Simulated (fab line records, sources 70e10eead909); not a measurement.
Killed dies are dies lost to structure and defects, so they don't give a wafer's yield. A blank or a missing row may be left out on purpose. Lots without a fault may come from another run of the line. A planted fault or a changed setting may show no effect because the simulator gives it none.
Chamber matching | flow nand_harc | NHARC_A_CHANNEL_HOLE_D2_ETCH_44 on rie_diel-12: 4 sister chambers
The step etches the open film in CF4/O2, target depth 140 nm, overetch 14 nm, time 77 s. 4 wafers are shown with their chamber, then 9 later ones without.

WAFERS WITH THEIR CHAMBER
wafer  | chamber | drypump_motor_current_A (A)
L078.2 | 2       | 5.4
L085.3 | 0       | 6.4
L085.4 | 1       | 5.0
L085.5 | 3       | 5.7

WAFERS WITHOUT THEIR CHAMBER
wafer  | drypump_motor_current_A (A)
L091.1 | 5.7
L091.2 | 5.4
L091.3 | 4.9
L096.1 | 6.4
L096.3 | 5.0
L096.6 | 6.4
L097.1 | 6.4
L097.2 | 5.0
L097.5 | 5.0

WHICH CHAMBER EACH WENT THROUGH
wafer  | from the rows above | in truth
L091.1 | 3                   | 3
L091.2 | 2                   | 2
L091.3 | 1                   | 1
L096.1 | 0                   | 0
L096.3 | 1                   | 1
L096.6 | 0                   | 0
L097.1 | 0                   | 0
L097.2 | 1                   | 1
L097.5 | 1                   | 1
Placed correctly: 9 of 9. Can't be placed from these rows: 0. Placed wrongly: 0.
How it was worked out, from the rows above alone: a wafer's distance from a chamber is the root of the sum, over the readings, of the square of ((its reading less the chamber's mean) divided by the reading's scatter). The wafer belongs to the nearest chamber; if the next one is less than 2 further off, it can't be placed. A chamber's mean is the mean of its shown wafers. The scatter: with one shown wafer a chamber, the root of the mean of the squares of how far each hidden wafer lies from its nearest shown one.
